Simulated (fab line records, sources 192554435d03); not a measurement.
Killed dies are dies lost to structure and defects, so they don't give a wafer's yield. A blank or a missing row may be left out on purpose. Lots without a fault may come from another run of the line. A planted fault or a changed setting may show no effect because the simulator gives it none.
fab line records | flow n5_finfet | part 1 of 2: steps 1 to 4 of 6
record lots=24 wafers=72 last_day=17
route steps=1938 shown BEOL_M7@1320 BEOL_M8@1349
lots that met no fault: from a run of the same line without faults
start_h: hours from the record's first day to the start of the lot's first wafer shown | wait_h: hours since the lot's step before | " the same as in the row above | L1.1+2: a row that stands for several wafers | - no value, or no start given | * or withheld: withheld | < > ~ a bound
route shown NAME@n: a module of which the file shows steps, and the number in the route of the first | usual: mean/standard deviation of fault-free wafers | same: alike in all rows | chamber/n: place in a boat | sites: the reading at each site | _std_site: their standard deviation | _edge_site: outer sites' mean less inner sites' | radius_mm: how far each site lies from the wafer's centre | mask NAME#n: copy n | behind: the tool/chamber that last shaped the wafer | hold: why the lot was held/for how many hours/how that ended | device: the transistor (n, p or np) that didn't switch | end of line: the same wafers' tests at the end of the route | a step without rows: its recipe alone | killed: dies lost to structure and defects at the first sort, not the wafer's yield | map: a wafer's dies, x killed, . not, _ none there
set.NAME: the setting as run; set.NAME@STEP: as run at that earlier step | model.NAME: the simulator's own value behind a step, which no gauge read
steps of the route over a sample of lots; a table a step, a row a wafer
services: from which hour (start_h, from the record's first day; less than 0 if before it) a tool's chamber was out of use, for how many hours, and why
## steps
# step N5_BEOL_M7_ALD_77
# recipe material=TaN target_thk_a=20 temp_c=275 ald_precursor_family=PDMAT ald_co_reactant=NH3 pressure_torr=3 carrier_flow_sccm=1500 pulse_time_s=2 purge_time_s=3 co_reactant_purge_time_s=2 co_reactant_pulse_time_s=3 ald_cycles=40 precursor_vessel_temp_c=75 precursor_vessel_pressure_torr=26.25 precursor_vessel_carrier_sccm=1000
# usual heater_power_outer_w=219/31 heater_power_w=410/49
# columns lot.wafer tool chamber start_h wait_h heater_power_outer_w heater_power_w
L074.3 ald_metal-02 3 184.45 0.1 254 471
L074.4 " 2 " " 160 306
L074.5 " 3 " " 252 482
L075.2 ald_metal-02 0 205.10 0.1 234 436
L075.3 " 1 " " 193 375
L075.5 " 1 " " 200 373
L076.2 ald_metal-01 0 206.72 0.1 187 348
L076.4 " 1 " " 217 424
L076.6 " 3 " " 229 420
L077.2 ald_metal-02 0 208.37 0.0 235 450
L077.4 " 3 " " 254 474
L077.5 " 2 " " 162 324
L078.3 ald_metal-01 0 211.42 0.0 183 347
L078.4 " 2 " " 244 408
L078.5 " 1 " " 224 425
L079.1 ald_metal-02 2 220.77 0.2 156 308
L079.2 " 3 " " 248 468
L079.6 " 2 " " 157 312
L080.1 ald_metal-02 3 229.65 0.1 251 488
L080.2 " 0 " " 241 440
L080.5 " 3 " " 250 472
L082.1 ald_metal-01 1 229.88 0.0 218 423
L082.3 " 3 " " 222 415
L082.6 " 1 " " 224 417
L081.2 ald_metal-04 0 237.93 0.0 249 469
L081.3 " 3 " " 253 448
L081.4 " 1 " " 201 371
L083.2 ald_metal-04 3 238.35 0.0 248 448
L083.3 " 2 " " 192 384
L083.6 " 0 " " 248 465
L085.1 ald_metal-01 1 253.72 0.0 221 424
L085.4 " 3 " " 230 427
L085.5 " 1 " " 220 419
L084.2 ald_metal-02 3 254.29 0.1 248 485
L084.3 " 2 " " 157 305
L084.6 " 2 " " 159 318
L087.3 ald_metal-01 2 271.69 0.1 246 415
L087.4 " 3 " " 232 425
L087.6 " 0 " " 186 349
L086.4 ald_metal-04 0 275.27 0.0 244 457
L086.5 " 0 " " 245 459
L086.6 " 3 " " 252 448
L089.1 ald_metal-01 1 275.76 0.0 220 413
L089.2 " 2 " " 253 418
L089.4 " 0 " " 186 347
L090.2 ald_metal-04 3 280.74 0.0 252 453
L090.3 " 2 " " 194 376
L090.5 " 2 " " 193 385
L088.1 ald_metal-04 1 281.01 0.0 204 387
L088.4 " 0 " " 251 463
L088.6 " 0 " " 245 468
L091.1 ald_metal-04 0 293.97 0.0 251 457
L091.3 " 1 " " 204 381
L091.6 " 2 " " 192 381
L092.3 ald_metal-01 2 301.19 0.0 251 424
L092.5 " 2 " " 248 427
L092.6 " 1 " " 215 418
L094.1 ald_metal-04 3 305.65 0.0 257 448
L094.5 " 0 " " 258 452
L094.6 " 2 " " 194 378
L093.2 ald_metal-02 1 307.53 0.3 188 384
L093.4 " 0 " " 239 430
L093.6 " 0 " " 241 448
L095.2 ald_metal-01 2 312.65 0.0 254 429
L095.4 " 0 " " 179 358
L095.6 " 1 " " 221 417
L096.1 ald_metal-02 0 318.80 0.3 237 444
L096.2 " 2 " " 157 314
L096.6 " 0 " " 244 442
L097.2 ald_metal-02 3 338.09 0.0 247 458
L097.3 " 0 " " 244 453
L097.5 " 3 " " 254 470
# step N5_BEOL_M8_ETCH_61
# recipe chemistry=CF4 target=SiARC target_depth_a=455 mask_material=CAR-ArF time_s=75.8 ion_energy_ev=80 pressure_mtorr=40 source_w=545 bias_w=36 Ar_flow_sccm=100 cf4_flow_sccm=100 ends=cleared
# usual drypump_motor_current_A=6.0/0.51 etch_rf_on_time_s=76.1/1 oes_product_au=0.67/0.072 rf_vpp_V=184.3/1.1 showerhead_plenum_p_Torr=2.16/0.064 throttle_valve_pct=15.62/0.29
# columns lot.wafer tool chamber start_h wait_h drypump_motor_current_A etch_rf_on_time_s oes_product_au rf_hours_counter_h rf_vpp_V showerhead_plenum_p_Torr throttle_valve_pct
L074.3 rie_diel-04 1 188.40 0.0 5.7 75.0 0.66 133 183.1 2.14 15.84
L074.4 " 1 " " 5.7 75.0 0.67 - 183.6 2.14 15.86
L074.5 " 0 " " 6.6 76.9 0.60 - 182.3 2.03 15.51
L075.2 rie_diel-04 1 208.65 0.0 5.7 74.5 0.65 144 183.7 2.14 15.86
L075.3 " 0 " " 6.6 77.1 0.59 243 182.8 2.03 15.52
L075.5 " 2 " " 5.7 76.1 0.78 - 183.3 2.19 15.11
L076.2 rie_diel-04 0 211.39 0.0 6.6 78.5 0.58 245 182.4 2.03 15.53
L076.4 " 3 " " 5.6 76.8 0.61 - 185.5 2.21 15.44
L076.6 " 0 " " 6.6 77.6 0.58 - 182.7 2.03 15.52
L077.2 rie_diel-04 1 212.16 0.0 5.7 73.9 0.66 146 185.5 2.14 15.88
L077.4 " 0 " " 6.6 76.4 0.59 - 184.2 2.03 15.53
L077.5 " 3 " " 5.7 76.0 0.61 - 184.2 2.21 15.46
L078.3 rie_diel-04 0 214.40 0.0 6.6 77.9 0.58 246 181.9 2.03 15.55
L078.4 " 0 " " 6.6 77.7 0.59 - 183.3 2.03 15.53
L078.5 " 3 " " 5.7 77.7 0.61 - 186.0 2.21 15.44
L079.1 rie_diel-04 0 225.45 0.0 6.6 77.1 0.58 250 182.0 2.02 15.57
L079.2 " 2 " " 5.7 75.2 0.77 12 184.7 2.19 15.10
L079.6 " 1 " " 5.7 74.0 0.66 - 183.1 2.14 15.88
L080.1 rie_diel-01 0 233.72 0.0 5.4 75.1 0.73 69 184.3 2.17 15.88
L080.2 " 2 " " 6.6 76.8 0.60 215 183.0 2.13 15.72
L080.5 " 3 " " 5.1 75.3 0.61 - 182.5 2.03 15.70
L082.1 rie_diel-05 1 234.14 0.0 6.3 76.3 0.78 19 184.7 2.19 15.29
L082.3 " 2 " " 6.6 76.1 0.65 172 183.8 2.13 15.68
L082.6 " 2 " " 6.6 76.6 0.65 - 183.9 2.13 15.69
L081.2 rie_diel-01 0 242.91 0.0 5.5 76.4 0.73 73 185.1 2.17 15.89
L081.3 " 1 " " 6.6 76.5 0.72 80 184.3 2.17 15.88
L081.4 " 0 " " 5.5 76.4 0.73 - 183.1 2.17 15.89
L083.2 rie_diel-04 3 242.97 0.0 5.6 76.8 0.60 219 183.7 2.20 15.47
L083.3 " 1 " " 5.7 75.1 0.65 156 184.1 2.14 15.90
L083.6 " 3 " " 5.7 77.7 0.60 - 185.3 2.20 15.47
L085.1 rie_diel-01 2 257.95 0.0 6.6 77.3 0.58 222 183.0 2.13 15.73
L085.4 " 3 " " 5.2 76.2 0.60 242 181.9 2.03 15.73
L085.5 " 0 " " 5.5 76.4 0.72 - 185.7 2.17 15.90
L084.2 rie_diel-01 0 258.27 0.0 5.4 76.6 0.72 80 183.3 2.17 15.91
L084.3 " 1 " " 6.7 76.7 0.70 87 183.4 2.17 15.91
L084.6 " 1 " " 6.7 77.0 0.71 - 182.5 2.17 15.90
L087.3 rie_diel-01 0 275.82 0.0 5.4 75.9 0.71 86 184.4 2.17 15.91
L087.4 " 2 " " 6.6 77.1 0.59 227 184.5 2.12 15.72
L087.6 " 1 " " 6.6 76.5 0.71 - 183.7 2.17 15.92
L086.4 rie_diel-04 2 278.54 0.0 5.7 74.9 0.74 33 183.3 2.18 15.16
L086.5 " 2 " " 5.8 75.9 0.73 - 185.9 2.19 15.14
L086.6 " 3 " " 5.7 77.6 0.59 - 185.4 2.20 15.51
L089.1 rie_diel-01 2 281.10 0.0 6.6 78.7 0.58 230 184.3 2.12 15.76
L089.2 " 1 " " 6.6 77.6 0.69 95 184.6 2.17 15.92
L089.4 " 2 " " 6.6 78.2 0.58 - 184.4 2.12 15.75
L090.2 rie_diel-04 1 285.60 0.0 5.7 74.6 0.64 172 182.4 2.13 15.93
L090.3 " 2 " " 5.8 76.0 0.74 35 183.8 2.18 15.15
L090.5 " 1 " " 5.7 75.3 0.64 - 184.3 2.13 15.94
L088.1 rie_diel-04 0 286.08 0.0 6.6 74.1 0.81 12 186.8 2.27 15.07
L088.4 " 1 " " 5.7 75.4 0.64 - 184.5 2.13 15.93
L088.6 " 0 " " 6.6 74.5 0.81 - 184.5 2.27 15.08
L091.1 rie_diel-04 2 297.59 0.0 5.8 75.4 0.73 40 185.7 2.18 15.17
L091.3 " 3 " " 5.6 77.2 0.59 241 185.2 2.20 15.52
L091.6 " 2 " " 5.7 75.3 0.73 - 186.3 2.18 15.15
L092.3 rie_diel-05 0 306.48 0.0 5.6 77.5 0.67 130 183.6 2.07 15.54
L092.5 " 1 " " 6.2 76.6 0.75 - 183.3 2.18 15.35
L092.6 " 2 " " 6.6 77.1 0.62 - 183.3 2.13 15.74
L094.1 rie_diel-01 3 309.67 0.0 5.1 74.4 0.85 3 186.4 2.28 15.25
L094.5 " 2 " " 6.5 76.5 0.58 - 183.0 2.12 15.75
L094.6 " 1 " " 6.6 75.8 0.69 - 183.9 2.16 15.94
L093.2 rie_diel-01 1 313.08 0.0 6.6 75.1 0.69 107 184.0 2.16 15.94
L093.4 " 2 " " 6.6 77.0 0.58 244 184.0 2.12 15.76
L093.6 " 0 " " 5.5 74.9 0.71 - 185.1 2.16 15.95
L095.2 rie_diel-01 1 315.43 0.0 6.6 76.0 0.70 108 184.7 2.16 15.94
L095.4 " 3 " " 5.1 74.8 0.83 6 186.9 2.28 15.23
L095.6 " 0 " " 5.5 75.5 0.70 - 183.9 2.16 15.92
L096.1 rie_diel-05 1 324.34 0.0 6.3 76.6 0.74 49 184.0 2.18 15.37
L096.2 " 3 " " 5.5 76.3 0.63 180 184.6 2.22 15.83
L096.6 " 3 " " 5.6 76.0 0.63 - 184.6 2.22 15.85
L097.2 rie_diel-04 3 342.18 0.0 5.6 75.2 0.82 2 186.2 2.19 15.07
L097.3 " 0 " " 6.6 75.6 0.77 34 184.6 2.27 15.09
L097.5 " 1 " " 5.7 75.3 0.62 - 184.1 2.12 15.98
# step N5_BEOL_M8_OVL_MEAS_29
# recipe points_per_wafer=522
# usual V7_OVL=-0.2/0.65
# columns lot.wafer tool chamber start_h wait_h V7_OVL[nm]
L074.3 overlay-02 0 190.27 0.0 -0.8
L074.4 " 0 " " -0.3
L074.5 " 0 " " -1.0
L075.2 overlay-02 0 210.23 0.0 0.7
L075.3 " 0 " " -0.7
L075.5 " 0 " " -0.3
L076.2 overlay-01 0 212.36 0.0 0.0
L076.4 " 0 " " -0.4
L076.6 " 0 " " -1.7
L077.2 overlay-01 0 213.12 0.0 -0.5
L077.4 " 0 " " -0.4
L077.5 " 0 " " -0.6
L078.3 overlay-02 0 215.95 0.0 0.5
L078.4 " 0 " " -1.2
L078.5 " 0 " " -0.4
L079.1 overlay-02 0 226.49 0.0 -0.5
L079.2 " 0 " " 0.0
L079.6 " 0 " " -1.0
L080.1 overlay-02 0 235.96 0.0 0.3
L080.2 " 0 " " 0.2
L080.5 " 0 " " 1.0
L082.1 overlay-01 0 236.13 0.0 -0.1
L082.3 " 0 " " 0.2
L082.6 " 0 " " -1.0
L081.2 overlay-02 0 244.71 0.0 0.2
L081.3 " 0 " " -0.9
L081.4 " 0 " " 0.4
L083.2 overlay-02 0 244.76 0.0 0.4
L083.3 " 0 " " 0.0
L083.6 " 0 " " 1.0
L085.1 overlay-02 0 260.23 0.0 -0.6
L085.4 " 0 " " 0.6
L085.5 " 0 " " -0.2
L084.2 overlay-02 0 260.40 0.0 0.3
L084.3 " 0 " " -0.3
L084.6 " 0 " " 0.1
L087.3 overlay-02 0 277.07 0.0 1.1
L087.4 " 0 " " 0.0
L087.6 " 0 " " 0.4
L086.4 overlay-01 0 279.72 0.0 0.4
L086.5 " 0 " " 0.5
L086.6 " 0 " " 0.0
L089.1 overlay-02 0 283.52 0.0 -0.3
L089.2 " 0 " " -0.3
L089.4 " 0 " " 0.0
L090.2 overlay-02 0 286.70 0.0 -1.3
L090.3 " 0 " " -0.9
L090.5 " 0 " " -1.2
L088.1 overlay-02 0 287.26 0.0 0.3
L088.4 " 0 " " 0.1
L088.6 " 0 " " 0.3
L091.1 overlay-01 0 298.39 0.0 -0.9
L091.3 " 0 " " -1.0
L091.6 " 0 " " -0.8
L092.3 overlay-01 0 308.34 0.0 -0.3
L092.5 " 0 " " -1.9
L092.6 " 0 " " -1.2
L094.1 overlay-01 0 311.66 0.0 -0.2
L094.5 " 0 " " -0.1
L094.6 " 0 " " -0.3
L093.2 overlay-01 0 314.06 0.0 0.0
L093.4 " 0 " " -0.2
L093.6 " 0 " " -0.2
L095.2 overlay-01 0 317.02 0.0 0.6
L095.4 " 0 " " 0.1
L095.6 " 0 " " 0.1
L096.1 overlay-02 0 325.39 0.0 0.4
L096.2 " 0 " " -0.2
L096.6 " 0 " " -0.2
L097.2 overlay-01 0 344.44 0.0 -0.5
L097.3 " 0 " " -0.5
L097.5 " 0 " " 0.4
# step N5_BEOL_M8_VIA_ETCH_34
# recipe chemistry=C4F6/O2 target=SiCOH_lowk target_depth_a=1255 mask_material=SOC taper_deg=4 time_s=50.5 ion_energy_ev=250 pressure_mtorr=30 source_w=345 bias_w=185 Ar_flow_sccm=300 C4F6_flow_sccm=10 O2_flow_sccm=10
# usual drypump_motor_current_A=6.0/0.54 oes_product_au=0.79/0.084 rf_vpp_V=667/4.8 showerhead_plenum_p_Torr=2.87/0.082 throttle_valve_pct=20.9/0.3
# columns lot.wafer tool chamber start_h wait_h drypump_motor_current_A oes_product_au rf_hours_counter_h rf_vpp_V showerhead_plenum_p_Torr throttle_valve_pct
L074.3 rie_diel-05 3 190.87 0.0 5.5 0.78 133 665 2.98 21.1
L074.4 " 2 " " 6.6 0.77 - 665 2.85 20.9
L074.5 " 0 " " 5.6 0.82 - 671 2.76 20.7
L075.2 rie_diel-04 1 210.56 0.0 5.7 0.76 145 666 2.84 21.2
L075.3 " 3 " " 5.7 0.71 206 666 2.95 20.7
L075.5 " 3 " " 5.7 0.72 - 667 2.95 20.7
L076.2 rie_diel-04 1 212.63 0.0 5.7 0.77 146 666 2.84 21.1
L076.4 " 1 " " 5.7 0.77 - 666 2.84 21.1
L076.6 " 0 " " 6.6 0.68 - 664 2.68 20.7
L077.2 rie_diel-01 1 213.39 0.0 6.6 0.86 67 672 2.90 21.3
L077.4 " 3 " " 5.1 0.70 228 657 2.71 21.0
L077.5 " 2 " " 6.6 0.70 - 668 2.83 20.9
L078.3 rie_diel-01 0 216.21 0.0 5.5 0.87 62 666 2.89 21.2
L078.4 " 2 " " 6.6 0.70 209 668 2.83 20.9
L078.5 " 1 " " 6.7 0.85 - 670 2.90 21.3
L079.1 rie_diel-05 3 227.08 0.0 5.6 0.76 149 665 2.98 21.1
L079.2 " 2 " " 6.6 0.75 170 664 2.84 20.9
L079.6 " 1 " " 6.3 0.93 - 673 2.92 20.6
L080.1 rie_diel-05 3 236.23 0.0 5.6 0.75 152 666 2.98 21.1
L080.2 " 0 " " 5.6 0.80 108 671 2.75 20.8
L080.5 " 3 " " 5.6 0.75 - 665 2.98 21.1
L082.1 rie_diel-04 2 236.57 0.0 5.7 0.88 17 657 2.91 20.4
L082.3 " 1 " " 5.7 0.75 154 666 2.84 21.2
L082.6 " 2 " " 5.7 0.89 - 656 2.91 20.4
L081.2 rie_diel-05 0 245.26 0.0 5.6 0.79 111 670 2.75 20.7
L081.3 " 3 " " 5.6 0.75 155 665 2.97 21.1
L081.4 " 1 " " 6.3 0.92 23 674 2.91 20.6
L083.2 rie_diel-01 1 245.35 0.0 6.7 0.84 81 670 2.89 21.3
L083.3 " 0 " " 5.5 0.85 74 666 2.89 21.3
L083.6 " 1 " " 6.6 0.85 - 671 2.89 21.3
L085.1 rie_diel-01 1 260.50 0.0 6.6 0.83 88 671 2.89 21.3
L085.4 " 3 " " 5.1 0.70 243 656 2.70 21.0
L085.5 " 2 " " 6.6 0.69 - 668 2.82 20.9
L084.2 rie_diel-01 3 260.90 0.0 5.1 0.70 243 657 2.70 21.0
L084.3 " 1 " " 6.6 0.82 88 670 2.89 21.3
L084.6 " 1 " " 6.7 0.83 - 669 2.89 21.3
L087.3 rie_diel-05 0 277.33 0.0 5.6 0.78 121 670 2.75 20.7
L087.4 " 3 " " 5.6 0.75 165 665 2.97 21.1
L087.6 " 3 " " 5.6 0.75 - 666 2.97 21.1
L086.4 rie_diel-01 0 280.43 0.0 5.4 0.83 - 666 2.88 21.3
L086.5 " 2 " " 6.6 0.68 - 668 2.82 20.9
L086.6 " 1 " " 6.5 0.82 - 670 2.88 21.3
L089.1 rie_diel-01 0 283.79 0.0 5.5 0.84 89 666 2.88 21.3
L089.2 " 1 " " 6.6 0.83 96 671 2.88 21.3
L089.4 " 1 " " 6.6 0.83 - 671 2.88 21.3
L090.2 rie_diel-04 0 286.97 0.0 6.7 0.95 13 674 3.01 20.3
L090.3 " 2 " " 5.8 0.86 36 657 2.90 20.4
L090.5 " 2 " " 5.7 0.86 - 655 2.90 20.4
L088.1 rie_diel-01 1 287.66 0.0 6.6 0.82 96 669 2.88 21.3
L088.4 " 1 " " 6.6 0.82 - 670 2.88 21.3
L088.6 " 2 " " 6.6 0.68 - 667 2.81 20.9
L091.1 rie_diel-01 1 298.66 0.0 6.6 0.81 101 671 2.88 21.3
L091.3 " 3 " " 5.1 0.99 1 668 3.04 20.6
L091.6 " 3 " " 5.1 0.99 - 669 3.04 20.6
L092.3 rie_diel-01 3 308.60 0.0 5.1 0.99 3 668 3.04 20.6
L092.5 " 2 " " 6.6 0.68 - 668 2.81 21.0
L092.6 " 1 " " 6.6 0.83 - 671 2.88 21.3
L094.1 rie_diel-01 3 312.13 0.0 5.1 0.98 4 668 3.04 20.6
L094.5 " 1 " " 6.6 0.81 - 670 2.88 21.3
L094.6 " 2 " " 6.6 0.68 - 667 2.81 21.0
L093.2 rie_diel-04 0 314.33 0.0 6.6 0.93 24 673 3.01 20.3
L093.4 " 3 " " 5.7 0.69 249 665 2.93 20.8
L093.6 " 2 " " 5.7 0.85 - 655 2.89 20.4
L095.2 rie_diel-05 0 317.61 0.0 5.6 0.77 134 670 2.74 20.8
L095.4 " 3 " " 5.6 0.74 179 665 2.96 21.1
L095.6 " 1 " " 6.3 0.87 - 674 2.90 20.7
L096.1 rie_diel-04 1 325.95 0.0 5.7 0.73 188 665 2.82 21.2
L096.2 " 0 " " 6.6 0.92 27 675 3.01 20.3
L096.6 " 2 " " 5.7 0.84 - 658 2.89 20.4
L097.2 rie_diel-04 1 344.75 0.0 5.7 0.72 196 665 2.82 21.2
L097.3 " 2 " " 5.7 0.82 59 654 2.89 20.5
L097.5 " 0 " " 6.6 0.90 - 676 3.00 20.3
